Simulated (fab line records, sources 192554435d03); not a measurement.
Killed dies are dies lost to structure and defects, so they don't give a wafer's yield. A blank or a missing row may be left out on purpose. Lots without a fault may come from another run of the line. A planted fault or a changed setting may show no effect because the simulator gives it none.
Split-lot experiment | flow n5_finfet | 7 lots, 39 wafers read, on a route of 1938 steps

THE SPLIT
At N5_FIN_SAQP_ETCH_65 (etches SiO2 in CF4, target depth 4 nm, time 4.4 s), the setting time_s was moved away from the recipe's 4.4 s on 18 of the 39 wafers read, by +26.5% to +58.0%. The other wafers ran this setting at the recipe's value.

The reading is taken at the split's own step.

THE READING
etch.depth_nm (the simulator's own value, which no gauge read), in nm, at N5_FIN_SAQP_ETCH_65 (etches SiO2 in CF4, target depth 4 nm, time 4.4 s). The file gives no usual value for it. The 21 wafers here that ran the recipe average 4.003 nm, standard deviation 0.066 nm.

wafer  | tool, chamber at the split | time_s as run, s | against the recipe | etch.depth_nm, nm | against lot-mates on the recipe
L074.1 | rie_si-06, 1               | 5.65             | +28.4%             | 5.154             | +1.221
L074.2 | rie_si-06, 3               | 4.4              | recipe             | 3.914             | -
L074.3 | rie_si-06, 0               | 4.4              | recipe             | 3.975             | -
L074.4 | rie_si-06, 2               | 5.65             | +28.4%             | 5.177             | +1.244
L074.5 | rie_si-06, 2               | 5.65             | +28.4%             | 5.158             | +1.225
L074.6 | rie_si-06, 3               | 4.4              | recipe             | 3.91              | -
L076.1 | rie_si-03, 3               | 5.568            | +26.5%             | 5.063             | +1.064
L076.2 | rie_si-03, 0               | 4.4              | recipe             | 4.013             | -
L076.3 | rie_si-03, 2               | 4.4              | recipe             | 4.007             | -
L076.4 | rie_si-03, 1               | 5.568            | +26.5%             | 5.089             | +1.090
L076.5 | rie_si-03, 0               | 4.4              | recipe             | 3.978             | -
L076.6 | rie_si-03, 1               | 5.568            | +26.5%             | 5.105             | +1.106
L077.1 | rie_si-02, 3               | 4.4              | recipe             | 3.953             | -
L077.2 | rie_si-02, 1               | 6.954            | +58.0%             | 6.174             | +2.108
L077.3 | rie_si-02, 0               | 4.4              | recipe             | 4.102             | -
L077.4 | rie_si-02, 2               | 6.954            | +58.0%             | 6.428             | +2.362
L077.5 | rie_si-02, 1               | 6.954            | +58.0%             | 6.214             | +2.148
L077.6 | rie_si-02, 0               | 4.4              | recipe             | 4.143             | -
L078.1 | rie_si-02, 1               | 6.094            | +38.5%             | 5.453             | +1.435
L078.2 | rie_si-02, 2               | 6.094            | +38.5%             | 5.612             | +1.594
L078.3 | rie_si-02, 3               | 4.4              | recipe             | 3.942             | -
L078.4 | rie_si-02, 0               | 4.4              | recipe             | 4.09              | -
L078.5 | rie_si-02, 1               | 6.094            | +38.5%             | 5.42              | +1.402
L078.6 | rie_si-02, 2               | 4.4              | recipe             | 4.021             | -
L086.1 | rie_si-02, 0               | 4.4              | recipe             | 4.105             | -
L086.4 | rie_si-02, 2               | 4.4              | recipe             | 4.018             | -
L086.6 | rie_si-02, 2               | 4.4              | recipe             | 4.019             | -
L092.1 | rie_si-03, 1               | 4.4              | recipe             | 4.038             | -
L092.2 | rie_si-03, 0               | 4.4              | recipe             | 4.02              | -
L092.3 | rie_si-03, 2               | 5.805            | +31.9%             | 5.3               | +1.273
L092.4 | rie_si-03, 3               | 5.805            | +31.9%             | 5.31              | +1.283
L092.5 | rie_si-03, 2               | 4.4              | recipe             | 4.022             | -
L092.6 | rie_si-03, 3               | 5.805            | +31.9%             | 5.35              | +1.323
L097.1 | rie_si-06, 0               | 6.51             | +48.0%             | 5.879             | +1.948
L097.2 | rie_si-06, 3               | 4.4              | recipe             | 3.907             | -
L097.3 | rie_si-06, 2               | 6.51             | +48.0%             | 5.986             | +2.055
L097.4 | rie_si-06, 0               | 4.4              | recipe             | 3.973             | -
L097.5 | rie_si-06, 3               | 4.4              | recipe             | 3.912             | -
L097.6 | rie_si-06, 2               | 6.51             | +48.0%             | 5.944             | +2.013

THE FIT
A straight line over all 39 wafers: etch.depth_nm changes by +0.0397 nm for each +1% of time_s; r = +1.00; the points scatter about the line by 0.07 nm.
The same after taking each lot's own level away (the mean of its wafers on the recipe; 39 wafers): +0.0397 nm for each +1%; r = +1.00; scatter 0.075 nm.
On that fit, the largest move of time_s shifts the reading by 2.3 nm.
The lots' own levels span 3.9307 to 4.0660 nm, that is 2.0 times the standard deviation above.
So the lot-to-lot level changes the slope little: the two slopes agree.
Check: with one of the wafers moved furthest among these (+58.0%) left out of the fit, the line predicts +2.34 nm for it against its lot-mates. It came out at +2.11 nm against them.

THE FILE'S OWN FIT
etch.depth_nm changes by +0.0399 nm for each +1% of time_s, r = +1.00.
